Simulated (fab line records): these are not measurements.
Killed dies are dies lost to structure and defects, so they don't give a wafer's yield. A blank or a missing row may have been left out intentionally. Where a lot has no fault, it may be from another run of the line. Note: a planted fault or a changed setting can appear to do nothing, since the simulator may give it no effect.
Matching of chambers | flow nand-harc | NHARC_A_STAIRCASE_DEP_322 on pecvd-01: 3 sister chambers
The step deposits SiO2, target thk 7200 nm. 27 wafers are shown with their chamber, then 12 later ones without.

== WAFERS WITH THEIR CHAMBER ==
wafer  | chamber | heater-power-w (W) | susceptor-temp-C (C)
L074.1 | 0       | 608                | 400.13
L074.3 | 2       | 695                | 399.98
L074.6 | 2       | 638                | 400.17
L077.3 | 0       | 736                | 399.97
L077.4 | 0       | 585                | 400.21
L077.6 | 2       | 643                | 399.84
L078.2 | 2       | 776                | 400.34
L078.3 | 1       | 592                | 400.33
L078.5 | 1       | 514                | 400.07
L081.2 | 0       | 693                | 399.72
L081.4 | 1       | 528                | 399.85
L081.6 | 2       | 643                | 399.93
L082.3 | 1       | 652                | 399.96
L082.4 | 2       | 644                | 400.46
L082.6 | 1       | 573                | 399.84
L084.2 | 2       | 764                | 399.88
L084.4 | 0       | 587                | 400.07
L084.5 | 2       | 650                | 399.85
L083.1 | 2       | 723                | 400.18
L083.3 | 0       | 711                | 400.03
L083.5 | 1       | 584                | 399.69
L087.3 | 1       | 695                | 399.80
L087.4 | 1       | 589                | 399.72
L087.6 | 2       | 617                | 400.29
L091.2 | 2       | 741                | 399.93
L091.3 | 0       | 675                | 400.01
L091.6 | 1       | 582                | 400.32

SIGNATURES (averages over the wafers above)
reading          | chamber 0 | chamber 1 | chamber 2 | scatter within a chamber
heater-power-w   | 656.43    | 589.89    | 684.91    | 58
susceptor-temp-C | 400.0200  | 399.9533  | 400.0773  | 0.213
Rule: a wafer's distance from a chamber is the root of the sum, over the readings, of the square of ((its reading less the chamber's mean) divided by the reading's scatter). If the next closest chamber is less than 2 further off than the closest, the wafer can't be placed; otherwise it belongs to the closest. The scatter: take each reading less its chamber's mean, square it, sum over the shown wafers, divide by the number of wafers less the number of chambers, and take the root.

== WAFERS WHOSE CHAMBER IS MISSING ==
wafer  | heater-power-w (W) | susceptor-temp-C (C)
L090.1 | 677                | 400.21
L090.5 | 579                | 400.31
L090.6 | 584                | 400.09
L094.1 | 763                | 399.94
L094.2 | 703                | 400.00
L094.4 | 603                | 400.23
L095.2 | 669                | 400.08
L095.3 | 606                | 400.38
L095.6 | 560                | 400.17
L096.2 | 741                | 400.17
L096.4 | 628                | 399.88
L096.5 | 570                | 400.03

== WHICH CHAMBER EACH WENT THROUGH ==
wafer  | from the rows above          | in truth
L090.1 | can't be placed: 2 or 0 or 1 | 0
L090.5 | can't be placed: 1 or 0 or 2 | 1
L090.6 | can't be placed: 1 or 0 or 2 | 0
L094.1 | can't be placed: 2 or 0 or 1 | 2
L094.2 | can't be placed: 2 or 0 or 1 | 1
L094.4 | can't be placed: 1 or 0 or 2 | 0
L095.2 | can't be placed: 2 or 0 or 1 | 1
L095.3 | can't be placed: 0 or 2 or 1 | 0
L095.6 | can't be placed: 1 or 0 or 2 | 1
L096.2 | can't be placed: 2 or 0 or 1 | 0
L096.4 | can't be placed: 1 or 0 or 2 | 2
L096.5 | can't be placed: 1 or 0 or 2 | 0
Placed correctly: 0 of 12. Not placeable from these rows: 12 (in 12, the candidates include the true chamber). Number placed wrongly: 0.
